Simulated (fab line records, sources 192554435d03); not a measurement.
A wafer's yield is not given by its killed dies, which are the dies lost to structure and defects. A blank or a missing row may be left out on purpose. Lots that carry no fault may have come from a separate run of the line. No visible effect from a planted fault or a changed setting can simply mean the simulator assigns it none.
What tool caused it? | flow n5Finfet | 27 wafers from 11 lots sampled at 2 of the route's 1938 steps

## WHAT THE GAUGES READ, wafer by wafer
N5_BEOL_M4_RC_MEAS_101.
lot  | measured     | on        | DIBL_N (mV/V)  | DIBL_P (mV/V)  | IOFF_N (nA/um) | IOFF_P (nA/um) | ION_N (uA/um) | ION_P (uA/um) | SS_N (mV/dec)  | SS_P (mV/dec)  | VT_N (mV)   | VT_P (mV)
L749 | day 7 20:51  | prober-02 | 38.1 38.6 36.7 | 39.5 39.0 37.9 | 0.21 0.22 0.19 | 0.28 0.29 0.28 | 690 698 696   | 475 479 477   | 71.5 71.9 71.7 | 73.1 73.1 72.5 | 244 243 241 | -245 -244 -243
L751 | day 8 13:41  | prober-01 | 35.5 37.0      | 36.7 36.9      | 0.14 0.16      | 0.21 0.22      | 666 669       | 463 458       | 71.5 71.8      | 73.2 73.8      | 252 249     | -252 -249
L752 | day 9 05:26  | prober-02 | 36.7 37.8 39.9 | 36.8 38.5 39.8 | 0.16 0.19 0.22 | 0.21 0.25 0.29 | 680 689 668   | 463 465 458   | 71.6 72.7 73.3 | 72.6 73.0 74.1 | 250 248 246 | -251 -250 -246
L753 | day 8 23:06  | prober-02 | 38.9 35.4 33.9 | 39.8 36.1 34.6 | 0.23 0.16 0.13 | 0.29 0.22 0.20 | 704 665 682   | 477 459 477   | 73.0 72.0 71.7 | 74.0 73.6 72.8 | 242 245 250 | -244 -246 -250
L754 | day 9 20:37  | prober-02 | 36.2 35.6      | 37.4 36.6      | 0.16 0.16      | 0.22 0.21      | 689 695       | 470 473       | 71.4 72.0      | 73.9 73.1      | 247 249     | -248 -249
L755 | day 9 23:55  | prober-02 | 38.6 36.3      | 38.7 36.8      | 0.20 0.16      | 0.21 0.19      | 692 667       | 458 448       | 72.2 72.1      | 74.4 73.4      | 246 246     | -255 -254
L756 | day 10 01:39 | prober-01 | 40.9 36.3      | 43.1 36.8      | 0.31 0.18      | 0.38 0.25      | 709 711       | 491 492       | 72.6 71.1      | 75.3 73.5      | 238 247     | -241 -245
L757 | day 10 00:20 | prober-01 | 40.0 35.1      | 40.1 36.0      | 0.23 0.15      | 0.26 0.21      | 670 684       | 451 467       | 72.4 70.8      | 74.1 72.1      | 248 247     | -248 -249
L760 | day 11 05:55 | prober-01 | 41.3 40.2 39.6 | 43.0 42.4 40.5 | 0.24 0.24 0.23 | 0.33 0.32 0.28 | 676 695 713   | 463 479 481   | 72.7 72.9 72.3 | 74.0 74.7 74.7 | 245 245 245 | -246 -247 -246
L764 | day 12 13:53 | prober-02 | 36.5 35.8      | 36.2 36.9      | 0.16 0.16      | 0.21 0.22      | 671 687       | 456 474       | 71.4 71.8      | 73.0 73.5      | 248 250     | -249 -250

## WHICH TOOL RAN EACH LOT (tool, then ch and the chambers of the sampled wafers, then the start)
lot  | N5_BEOL_M0_SAQP_HM_DEP_02
L749 | pvdSputter-02, day 5 19:19
L751 | pvdSputter-03, day 6 05:25
L752 | pvdSputter-01, day 6 16:39
L753 | pvdSputter-03, day 6 19:43
L754 | pvdSputter-01, day 7 06:31
L755 | pvdSputter-01, day 7 10:06
L756 | pvdSputter-02, day 7 14:44
L757 | pvdSputter-01, day 7 18:22
L760 | pvdSputter-01, day 8 16:14
L764 | pvdSputter-01, day 9 15:14
L766 | pvdSputter-01, day 10 04:17
- N5_BEOL_M0_SAQP_HM_DEP_02: deposits TiN, target thk 12 nm.

## WHAT THE TOOLS THEMSELVES READ (means of the sampled wafers that have a number; where no wafer has one, the mark that the record gives instead)
N5_BEOL_M0_SAQP_HM_DEP_02.
lot  | tool          | throttleValvePct (%)
L749 | pvdSputter-02 | 28.6
L751 | pvdSputter-03 | 29.9
L752 | pvdSputter-01 | 29.6
L753 | pvdSputter-03 | 30.0
L754 | pvdSputter-01 | 29.7
L755 | pvdSputter-01 | 30.6
L756 | pvdSputter-02 | 30.1
L757 | pvdSputter-01 | 29.4
L760 | pvdSputter-01 | 29.4
L764 | pvdSputter-01 | 30.0
L766 | pvdSputter-01 | 30.1

## THE ANSWER, worked out from the rows above alone
Rule: the lots themselves supply what counts as usual. Put in order of their means at a reading, lots are off if they are a third of the lots or fewer, leave a main group of 4 or more, and stand apart from it by a gap of 3 or more times the standard deviation of the main group's means; of several such gaps the widest counts. Not used: any main group whose means are identical at the precision the tables above print for the reading. Also off: a lot with no number at a reading for which 4 or more lots have one. Where the step has rows for the other lots, those lots are counted as sound. The gauges are gone through in route order, then the tools' own readings, and for those a lot's mean is taken as printed above. The first step at which some lot is off is used, and at that step the reading that is off furthest; a lot without a number counts as furthest.
No lot is off at any reading shown: from this, nothing can be told.

## WHAT THE SIMULATOR HAD INSERTED
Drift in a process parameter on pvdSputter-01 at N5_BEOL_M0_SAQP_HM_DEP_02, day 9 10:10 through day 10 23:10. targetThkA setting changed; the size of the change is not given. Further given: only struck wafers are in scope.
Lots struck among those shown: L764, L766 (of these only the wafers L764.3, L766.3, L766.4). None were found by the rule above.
